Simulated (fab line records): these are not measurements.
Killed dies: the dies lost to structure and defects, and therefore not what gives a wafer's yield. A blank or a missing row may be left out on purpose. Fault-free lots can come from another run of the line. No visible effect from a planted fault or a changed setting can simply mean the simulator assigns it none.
What tool caused it? / flow n5 finfet / 24 lots (72 wafers sampled), 1 step of a 1938-step route

== WHAT EACH GAUGE READ, for each wafer ==
N5_BEOL_M7_CD_MEAS_11: target cd 38.5 nm.
lot=L074; measured=day 10 17:21; on=cd sem-03; cd nm (nm)=38.2 37.6 37.9
lot=L075; measured=day 11 08:06; on=cd sem-01; cd nm (nm)=38.6 38.3 38.9
lot=L077; measured=day 11 16:27; on=cd sem-01; cd nm (nm)=39.4 38.8 39.7
lot=L076; measured=day 12 01:37; on=cd sem-03; cd nm (nm)=37.8 39.0 38.3
lot=L078; measured=day 12 01:47; on=cd sem-03; cd nm (nm)=38.1 38.3 38.1
lot=L079; measured=day 12 07:25; on=cd sem-03; cd nm (nm)=39.0 38.6 39.0
lot=L081; measured=day 12 13:10; on=cd sem-03; cd nm (nm)=39.0 39.0 39.3
lot=L082; measured=day 12 16:22; on=cd sem-01; cd nm (nm)=38.5 38.8 38.7
lot=L080; measured=day 12 19:04; on=cd sem-01; cd nm (nm)=38.7 39.1 38.6
lot=L083; measured=day 12 23:09; on=cd sem-03; cd nm (nm)=38.9 38.5 38.4
lot=L084; measured=day 13 02:19; on=cd sem-02; cd nm (nm)=37.7 39.1 38.8
lot=L085; measured=day 13 22:08; on=cd sem-03; cd nm (nm)=39.2 39.0 39.6
lot=L086; measured=day 13 23:20; on=cd sem-02; cd nm (nm)=39.2 39.0 38.9
lot=L087; measured=day 13 23:52; on=cd sem-03; cd nm (nm)=38.8 38.7 37.8
lot=L088; measured=day 14 02:03; on=cd sem-02; cd nm (nm)=38.8 38.2 39.1
lot=L089; measured=day 15 00:33; on=cd sem-01; cd nm (nm)=37.6 37.7 38.0
lot=L090; measured=day 15 11:35; on=cd sem-01; cd nm (nm)=37.7 37.6 37.4
lot=L092; measured=day 15 11:49; on=cd sem-01; cd nm (nm)=39.0 38.3 38.5
lot=L093; measured=day 15 11:58; on=cd sem-01; cd nm (nm)=39.0 39.1 38.7
lot=L091; measured=day 15 21:17; on=cd sem-01; cd nm (nm)=38.1 38.3 38.4
lot=L096; measured=day 16 20:27; on=cd sem-02; cd nm (nm)=39.0 38.9 38.7
lot=L095; measured=day 17 03:02; on=cd sem-02; cd nm (nm)=38.7 38.9 38.7
lot=L097; measured=day 17 08:26; on=cd sem-03; cd nm (nm)=38.6 38.6 38.2
lot=L094; measured=day 17 08:29; on=cd sem-02; cd nm (nm)=38.9 38.9 39.0

== WHAT TOOL EACH LOT RAN ON (gives the tool, then ch and the chambers of the sampled wafers, and finally the start) ==
Record: no process step prior to these readings.

== WHAT THE TOOLS THEMSELVES READ (means of the sampled wafers that have a number; where no wafer has one, the mark that the record gives instead) ==
The record holds no such reading with a usual standard deviation.

== THE ANSWER, worked out from the rows above alone ==
Rule: the lots themselves supply what counts as usual. The widest of any qualifying gaps counts: lots, ordered by their means at a reading, are off when they make up no more than a third of the lots, leave a main group of 4 or more, and stand apart from it by 3 or more times the standard deviation of that group's means. Not used: any main group whose means are identical at the precision the tables above print for the reading. Also off: a lot with no number at a reading for which 4 or more lots have one. Where the step has rows for the other lots, those lots are counted as sound. The gauges are gone through in route order, then the tools' own readings, and for those a lot's mean is taken as printed above. The first step at which some lot is off is used, and at that step the reading that is off furthest; a lot without a number counts as furthest.
No lot is off at any reading shown: from this, nothing can be told.

== WHAT THE SIMULATOR HAD INSERTED ==
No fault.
